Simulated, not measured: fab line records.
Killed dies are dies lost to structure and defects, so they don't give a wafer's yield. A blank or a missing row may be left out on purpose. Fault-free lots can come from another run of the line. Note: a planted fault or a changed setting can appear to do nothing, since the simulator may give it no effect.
fab line records | flow n5Finfet | part 2 of 2: steps 24 to 37 of 37
record: lots: 5 | wafers: 15 | lastDay: 14
route steps=1938 shown PMOS_HMC_CHANNEL_EPI@77 FIN_SAQP@90
lots untouched by any fault: they come from a run of this same line in which no faults occurred
startH: hours from the record's opening day to when the first of the lot's shown wafers began | waitH: hours elapsed since this lot's preceding step | " as in the row above | L1.1+2: a single row standing in for several wafers | - either no value or no given start | * or withheld: withheld | < > ~ a bound
route shown NAME@n: names a module that has steps shown in the file, with the first one's number in the route | usual: mean and standard deviation over wafers with no fault | same: alike in all rows | chamber/n: place in a boat | sites: readings site by site | _std_site: their standard deviation | _edge_site: mean of outer sites minus mean of inner sites | radiusMm: for every site, how far away it sits from the centre of the wafer | mask NAME#n: copy n | behind: the most recent tool/chamber to have shaped the wafer | hold: cause of the lot's hold/its duration in hours/its outcome | device: the transistor (n, p or np) that didn't switch | end of line: at the end of the route, the tests of the same wafers | a step without rows: its recipe alone | killed: not the wafer's yield, but the dies lost to structure and defects at the first sort | map: per-die view of a wafer (x killed, . not killed, _ where there is no die)
set.NAME: the setting the step ran with; set.NAME@STEP: the setting that earlier step ran with | model.NAME: the simulator's own value behind a step, which no gauge read
lots at selected steps of the route; one table per step, one row per wafer
services: from which hour (startH, from the record's first day; less than 0 if before it) a tool's chamber was out of use, for how many hours, and why
== steps ==
step: N5_FIN_SAQP_THK_MEAS_07
usual: thkNm: 59.9/0.82
lot.wafer | tool         | chamber | startH | waitH | thkNm
L075.1    | filmMetro-01 | -       | 26.63  | 0.1   | 59.6
L075.3    | "            | -       | "      | "     | 61.2
L075.4    | "            | -       | "      | "     | 59.8
L077.1    | filmMetro-02 | -       | 39.60  | 0.1   | 59.8
L077.3    | "            | -       | "      | "     | 60.0
L077.5    | "            | -       | "      | "     | 61.0
L079.2    | filmMetro-02 | -       | 52.59  | 0.1   | 58.4
L079.4    | "            | -       | "      | "     | 59.6
L079.6    | "            | -       | "      | "     | 58.8
L080.1    | filmMetro-01 | -       | 57.20  | 0.1   | 59.3
L080.4    | "            | -       | "      | "     | 59.7
L080.5    | "            | -       | "      | "     | 59.4
L083.2    | filmMetro-01 | -       | 75.81  | 0.1   | 59.6
L083.5    | "            | -       | "      | "     | 60.7
L083.6    | "            | -       | "      | "     | 60.7
step: N5_FIN_SAQP_HM_DEP_72
recipe: material: SiO2 | targetThkA: 120 | tempC: 400 | precursor: SiH4/N2O | pressureTorr: 0.75 | rfW: 275 | timeS: 7.2
usual: heaterPowerW: 770/110 | showerheadPlenumPTorr: 8.17/0.17
lot.wafer | tool     | chamber | startH | waitH | heaterPowerW | showerheadPlenumPTorr
L075.1    | pecvd-02 | 1       | 26.67  | 0.0   | 738          | 8.11
L075.3    | "        | 1       | "      | "     | 737          | 8.14
L075.4    | "        | 0       | "      | "     | 676          | 8.39
L077.1    | pecvd-01 | 2       | 39.64  | 0.0   | 691          | 8.33
L077.3    | "        | 1       | "      | "     | 729          | 8.11
L077.5    | "        | 2       | "      | "     | 659          | 8.32
L079.2    | pecvd-01 | 0       | 52.62  | 0.0   | 847          | 8.17
L079.4    | "        | 0       | "      | "     | 850          | 8.20
L079.6    | "        | 1       | "      | "     | 789          | 8.13
L080.1    | pecvd-01 | 0       | 57.24  | 0.0   | 824          | 8.19
L080.4    | "        | 1       | "      | "     | 687          | 8.10
L080.5    | "        | 0       | "      | "     | 829          | 8.18
L083.2    | pecvd-04 | 1       | 75.84  | 0.0   | 688          | 7.80
L083.5    | "        | 1       | "      | "     | 698          | 7.80
L083.6    | "        | 0       | "      | "     | 975          | 8.03
step: N5_FIN_SAQP_COAT_49
recipe: resist: SOC | tempC: 250 | timeS: 60 | spinRpm: 1500 | resistThkNm: 100
lot.wafer  | tool          | chamber | startH | waitH
L075.1+3+4 | lithoTrack-02 | 0       | 26.77  | 0.1
L077.1+3+5 | lithoTrack-01 | 0       | 39.72  | 0.1
L079.2+4+6 | lithoTrack-01 | 0       | 52.70  | 0.1
L080.1+4+5 | lithoTrack-01 | 0       | 57.31  | 0.1
L083.2+5+6 | lithoTrack-01 | 0       | 75.92  | 0.1
step: N5_FIN_SAQP_COAT_50
recipe: resist: SiARC | tempC: 220 | timeS: 60 | spinRpm: 1500 | resistThkNm: 35
lot.wafer  | tool          | chamber | startH | waitH
L075.1+3+4 | lithoTrack-02 | 0       | -      | -
L077.1+3+5 | lithoTrack-01 | 0       | -      | -
L079.2+4+6 | lithoTrack-01 | 0       | -      | -
L080.1+4+5 | lithoTrack-01 | 0       | -      | -
L083.2+5+6 | lithoTrack-01 | 0       | -      | -
step: N5_FIN_SAQP_COAT_10
recipe: resist: CAR-ArF | spinRpm: 1500 | resistThkNm: 90
lot.wafer  | tool          | chamber | startH | waitH
L075.1+3+4 | lithoTrack-02 | 0       | -      | -
L077.1+3+5 | lithoTrack-01 | 0       | -      | -
L079.2+4+6 | lithoTrack-01 | 0       | -      | -
L080.1+4+5 | lithoTrack-01 | 0       | -      | -
L083.2+5+6 | lithoTrack-01 | 0       | -      | -
step: N5_FIN_SAQP_EBR_12
recipe: solvent: PGMEA | ebrWidthMm: 1.5
lot.wafer  | tool          | chamber | startH | waitH
L075.1+3+4 | lithoTrack-02 | 0       | -      | -
L077.1+3+5 | lithoTrack-01 | 0       | -      | -
L079.2+4+6 | lithoTrack-01 | 0       | -      | -
L080.1+4+5 | lithoTrack-01 | 0       | -      | -
L083.2+5+6 | lithoTrack-01 | 0       | -      | -
step: N5_FIN_SAQP_SOFTBAKE_11
recipe: tempC: 110 | timeS: 60 | resist: CAR-ArF
lot.wafer  | tool          | chamber | startH | waitH
L075.1+3+4 | lithoTrack-02 | 0       | -      | -
L077.1+3+5 | lithoTrack-01 | 0       | -      | -
L079.2+4+6 | lithoTrack-01 | 0       | -      | -
L080.1+4+5 | lithoTrack-01 | 0       | -      | -
L083.2+5+6 | lithoTrack-01 | 0       | -      | -
step: N5_FIN_SAQP_EXPOSE_13
recipe: maskId: FIN_CORE | na: 1.35 | sourceShape: dipole | sigmaInner: 0.538 | sigmaOuter: 0.738 | polarization: te | targetCdNm: 35.6 | doseMj: 63.25
usual: focusOffsetNm: 0.1/0.52
lot.wafer | tool           | chamber | startH | waitH | mask       | focusOffsetNm
L075.1    | arfiScanner-03 | 0       | 26.89  | -     | FIN_CORE#0 | 0.2
L075.3    | "              | 0       | "      | "     | FIN_CORE#0 | 0.3
L075.4    | "              | 0       | "      | "     | FIN_CORE#0 | -0.1
L077.1    | arfiScanner-03 | 0       | 39.96  | -     | FIN_CORE#0 | 0.6
L077.3    | "              | 0       | "      | "     | FIN_CORE#0 | 0.1
L077.5    | "              | 0       | "      | "     | FIN_CORE#0 | 0.0
L079.2    | arfiScanner-02 | 0       | 52.95  | -     | FIN_CORE#0 | 0.2
L079.4    | "              | 0       | "      | "     | FIN_CORE#0 | 0.3
L079.6    | "              | 0       | "      | "     | FIN_CORE#0 | -1.0
L080.1    | arfiScanner-03 | 0       | 57.55  | -     | FIN_CORE#0 | 0.6
L080.4    | "              | 0       | "      | "     | FIN_CORE#0 | 0.3
L080.5    | "              | 0       | "      | "     | FIN_CORE#0 | 0.3
L083.2    | arfiScanner-02 | 0       | 76.17  | -     | FIN_CORE#0 | -0.4
L083.5    | "              | 0       | "      | "     | FIN_CORE#0 | 0.4
L083.6    | "              | 0       | "      | "     | FIN_CORE#0 | -0.1
step: N5_FIN_SAQP_PEB_14
recipe: pebTempC: withheld | pebTimeS: 60 | resist: CAR-ArF
lot.wafer  | tool          | chamber | startH | waitH
L075.1+3+4 | lithoTrack-01 | 0       | 26.95  | 0.1
L077.1+3+5 | lithoTrack-01 | 0       | 40.02  | 0.1
L079.2+4+6 | lithoTrack-03 | 0       | 53.00  | 0.0
L080.1+4+5 | lithoTrack-02 | 0       | 57.62  | 0.1
L083.2+5+6 | lithoTrack-03 | 0       | 76.22  | 0.0
step: N5_FIN_SAQP_DEVELOP_15
recipe: developTimeS: 30 | developer: TMAH | resist: CAR-ArF | devTempC: 23 | rinseLiquid: diw | dry: airSpin
lot.wafer  | tool          | chamber | startH | waitH
L075.1+3+4 | lithoTrack-01 | 0       | -      | -
L077.1+3+5 | lithoTrack-01 | 0       | -      | -
L079.2+4+6 | lithoTrack-03 | 0       | -      | -
L080.1+4+5 | lithoTrack-02 | 0       | -      | -
L083.2+5+6 | lithoTrack-03 | 0       | -      | -
step: N5_FIN_SAQP_CD_MEAS_16
recipe: targetCdNm: 35.6 | landingEnergyEv: 500 | detector: seInlens
usual: cdNm: 35.8/0.39
lot.wafer | tool     | chamber | startH | waitH | cdNm
L075.1    | cdSem-02 | 0       | 27.02  | -     | 35.7
L075.3    | "        | 0       | "      | "     | 35.5
L075.4    | "        | 0       | "      | "     | 35.3
L077.1    | cdSem-03 | 0       | 40.09  | -     | 35.4
L077.3    | "        | 0       | "      | "     | 35.2
L077.5    | "        | 0       | "      | "     | 35.6
L079.2    | cdSem-02 | 0       | 53.07  | -     | 36.2
L079.4    | "        | 0       | "      | "     | 35.2
L079.6    | "        | 0       | "      | "     | 36.1
L080.1    | cdSem-02 | 0       | 57.68  | -     | 35.0
L080.4    | "        | 0       | "      | "     | 36.2
L080.5    | "        | 0       | "      | "     | 36.2
L083.2    | cdSem-01 | 0       | 76.29  | -     | 35.0
L083.5    | "        | 0       | "      | "     | 35.6
L083.6    | "        | 0       | "      | "     | 35.9
step: N5_FIN_SAQP_OVL_MEAS_17
recipe: pointsPerWafer: 44
usual: FIN_CORE_OVL: 0.2/0.87
lot.wafer | tool       | chamber | startH | waitH | FIN_CORE_OVL[nm]
L075.1    | overlay-02 | 0       | 27.06  | 0.0   | 0.5
L075.3    | "          | 0       | "      | "     | -2.3
L075.4    | "          | 0       | "      | "     | -1.0
L077.1    | overlay-02 | 0       | 40.13  | 0.0   | -0.5
L077.3    | "          | 0       | "      | "     | 0.9
L077.5    | "          | 0       | "      | "     | 0.6
L079.2    | overlay-02 | 0       | 53.11  | 0.0   | -0.1
L079.4    | "          | 0       | "      | "     | -0.8
L079.6    | "          | 0       | "      | "     | 0.5
L080.1    | overlay-02 | 0       | 57.72  | 0.0   | -0.3
L080.4    | "          | 0       | "      | "     | 1.2
L080.5    | "          | 0       | "      | "     | -0.1
L083.2    | overlay-01 | 0       | 76.33  | 0.0   | -1.5
L083.5    | "          | 0       | "      | "     | -0.6
L083.6    | "          | 0       | "      | "     | -1.4
step: N5_FIN_SAQP_INSPECT_18
recipe: mode: adi | inspectInstrument: brightfield
usual: rawDefectCount: 423/130
lot.wafer | tool             | chamber | startH | waitH | rawDefectCount
L075.1    | defectInspect-02 | -       | 27.08  | 0.0   | 445
L075.3    | "                | -       | "      | "     | 307
L075.4    | "                | -       | "      | "     | 425
L077.1    | defectInspect-02 | -       | 40.15  | 0.0   | 330
L077.3    | "                | -       | "      | "     | 269
L077.5    | "                | -       | "      | "     | 322
L079.2    | defectInspect-02 | -       | 53.13  | 0.0   | 570
L079.4    | "                | -       | "      | "     | 440
L079.6    | "                | -       | "      | "     | 390
L080.1    | defectInspect-02 | -       | 57.75  | 0.0   | 268
L080.4    | "                | -       | "      | "     | 526
L080.5    | "                | -       | "      | "     | 342
L083.2    | defectInspect-02 | -       | 76.35  | 0.0   | 423
L083.5    | "                | -       | "      | "     | 404
L083.6    | "                | -       | "      | "     | 505
step: N5_FIN_SAQP_DESCUM_21
recipe: chemistry: O2 | timeS: 7.9 | sourcePowerW: 50 | biasPowerW: 20 | pressureMtorr: 20 | rfFrequencyHz: 2.712e+07 | tempC: 40 | resist: CAR-ArF | o2FlowSccm: 225
usual: drypumpMotorCurrentA: 5.4/0.52 | oesProductAu: 0.76/0.092 | rfVppV: 243.2/1.2 | showerheadPlenumPTorr: 2.10/0.055 | throttleValvePct: 20.61/0.2
lot.wafer | tool       | chamber | startH | waitH | drypumpMotorCurrentA | oesProductAu | rfHoursCounterH | rfVppV | showerheadPlenumPTorr | throttleValvePct
L075.1    | rieDiel-05 | 1       | 27.79  | 0.7   | 5.1                  | 0.68         | 235             | 243.6  | 2.15                  | 20.58
L075.3    | "          | 0       | "      | "     | 5.9                  | 0.70         | 245             | 242.8  | 2.04                  | 20.78
L075.4    | "          | 2       | "      | "     | 4.8                  | 0.79         | 107             | 244.8  | 2.04                  | 20.55
L077.1    | rieDiel-06 | 0       | 40.19  | 0.0   | 5.3                  | 0.67         | 246             | 243.9  | 2.14                  | 20.23
L077.3    | "          | 2       | "      | "     | 4.7                  | 0.72         | 201             | 242.3  | 2.09                  | 20.85
L077.5    | "          | 3       | "      | "     | 4.9                  | 0.72         | -               | 244.6  | 2.20                  | 20.74
L079.2    | rieDiel-06 | 2       | 53.17  | 0.0   | 4.7                  | 0.71         | 205             | 243.6  | 2.09                  | 20.85
L079.4    | "          | 3       | "      | "     | 4.8                  | 0.72         | -               | 245.6  | 2.20                  | 20.75
L079.6    | "          | 1       | "      | "     | 5.9                  | 0.71         | -               | 241.5  | 2.08                  | 20.68
L080.1    | rieDiel-06 | 2       | 58.07  | 0.3   | 4.7                  | 0.70         | 207             | 242.8  | 2.09                  | 20.83
L080.4    | "          | 3       | "      | "     | 4.8                  | 0.71         | -               | 247.2  | 2.20                  | 20.76
L080.5    | "          | 2       | "      | "     | 4.7                  | 0.69         | -               | 242.6  | 2.09                  | 20.83
L083.2    | rieDiel-03 | 1       | 76.39  | 0.0   | 5.8                  | 0.69         | 232             | 241.7  | 2.07                  | 20.82
L083.5    | "          | 3       | "      | "     | 5.5                  | 0.73         | -               | 245.6  | 2.17                  | 20.72
L083.6    | "          | 1       | "      | "     | 5.9                  | 0.68         | -               | 241.0  | 2.07                  | 20.81
== services ==
tool           | chamber | startH | hours | kind
cmp-01         | -       | 1.67   | 20.8  | pm
arfiScanner-02 | -       | 3.85   | 2.4   | repair
arfiScanner-02 | -       | 8.79   | 1.0   | pm
rieDiel-06     | -       | 9.96   | 2.8   | pm
pecvd-04       | 1       | 13.83  | 17.6  | repair
pecvd-02       | 2       | 21.12  | -     | clean
pecvd-02       | 2       | 21.12  | -     | consumableReplace:showerhead
epiRpcvd-02    | -       | 23.25  | 2.8   | pm
arfiScanner-02 | -       | 28.78  | 0.6   | repair
cmp-03         | -       | 29.67  | 3.9   | repair
cmp-01         | -       | 31.51  | 1.2   | repair
aldSin-01      | -       | 39.70  | 2.8   | pm
arfiScanner-03 | -       | 40.84  | 1.0   | pm
cmp-02         | -       | 41.51  | 9.0   | repair
arfiScanner-03 | -       | 45.56  | 0.8   | pm
aldSin-01      | 0       | 48.83  | 4.5   | repair
cmp-03         | -       | 51.28  | 2.7   | repair
pecvd-02       | 1       | 52.18  | 3.5   | repair
cmp-03         | -       | 54.28  | 2.8   | repair
aldSin-02      | 1       | 57.24  | 1.4   | repair
cmp-02         | -       | 58.27  | 1.1   | repair
aldSin-01      | 0       | 60.50  | 4.5   | repair
wetBench-03    | -       | 67.16  | 4.4   | pm
cmp-02         | -       | 73.44  | 1.1   | repair
